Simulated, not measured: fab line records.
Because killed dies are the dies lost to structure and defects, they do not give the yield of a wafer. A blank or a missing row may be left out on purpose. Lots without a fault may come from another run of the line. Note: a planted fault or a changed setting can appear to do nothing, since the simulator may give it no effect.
Chamber matching :: flow nandHarc :: 4 sister chambers for NHARC_A_STAIRCASE_TRIM_20 on rieDiel-01
The step chemistry O2, time 211.2 s. 8 wafers are shown with their chamber, then 8 later ones without.

EACH WAFER AND ITS CHAMBER
wafer: L076.4
chamber: 0
drypumpMotorCurrentA (A): 5.5
showerheadPlenumPTorr (Torr): 3.59

wafer: L080.1
chamber: 0
drypumpMotorCurrentA (A): 5.5
showerheadPlenumPTorr (Torr): 3.59

wafer: L081.3
chamber: 3
drypumpMotorCurrentA (A): 5.9
showerheadPlenumPTorr (Torr): 3.59

wafer: L081.6
chamber: 2
drypumpMotorCurrentA (A): 5.5
showerheadPlenumPTorr (Torr): 3.55

wafer: L088.1
chamber: 1
drypumpMotorCurrentA (A): 6.1
showerheadPlenumPTorr (Torr): 3.73

wafer: L088.3
chamber: 3
drypumpMotorCurrentA (A): 5.9
showerheadPlenumPTorr (Torr): 3.57

wafer: L088.4
chamber: 2
drypumpMotorCurrentA (A): 5.5
showerheadPlenumPTorr (Torr): 3.54

wafer: L090.1
chamber: 1
drypumpMotorCurrentA (A): 6.2
showerheadPlenumPTorr (Torr): 3.72

WAFERS WITHOUT THEIR CHAMBER
wafer: L090.3
drypumpMotorCurrentA (A): 5.5
showerheadPlenumPTorr (Torr): 3.57

wafer: L090.5
drypumpMotorCurrentA (A): 6.1
showerheadPlenumPTorr (Torr): 3.72

wafer: L092.1
drypumpMotorCurrentA (A): 5.4
showerheadPlenumPTorr (Torr): 3.56

wafer: L092.2
drypumpMotorCurrentA (A): 6.1
showerheadPlenumPTorr (Torr): 3.72

wafer: L092.4
drypumpMotorCurrentA (A): 5.5
showerheadPlenumPTorr (Torr): 3.53

wafer: L094.1
drypumpMotorCurrentA (A): 5.5
showerheadPlenumPTorr (Torr): 3.53

wafer: L094.4
drypumpMotorCurrentA (A): 5.9
showerheadPlenumPTorr (Torr): 3.56

wafer: L094.6
drypumpMotorCurrentA (A): 5.9
showerheadPlenumPTorr (Torr): 3.56

WHICH CHAMBER EACH WENT THROUGH
wafer: L090.3
from the rows above: can't be placed: 0 or 2
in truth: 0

wafer: L090.5
from the rows above: 1
in truth: 1

wafer: L092.1
from the rows above: can't be placed: 2 or 0
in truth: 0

wafer: L092.2
from the rows above: 1
in truth: 1

wafer: L092.4
from the rows above: 2
in truth: 2

wafer: L094.1
from the rows above: 2
in truth: 2

wafer: L094.4
from the rows above: 3
in truth: 3

wafer: L094.6
from the rows above: 3
in truth: 3
6 of 8 placed correctly. Can't be placed from these rows: 2 (the true chamber is among the candidates in 2). Number placed wrongly: 0.
How it was worked out, from the rows above alone: a wafer's distance from a chamber is the root of the sum, over the readings, of the square of ((its reading less the chamber's mean) divided by the reading's scatter). If the next closest chamber is less than 2 further off than the closest, the wafer can't be placed; otherwise it belongs to the closest. Each chamber's mean is taken over the wafers shown for it. The scatter: the root of (the sum of the squares of (reading less its chamber's mean) over the shown wafers, divided by (wafers less chambers)).
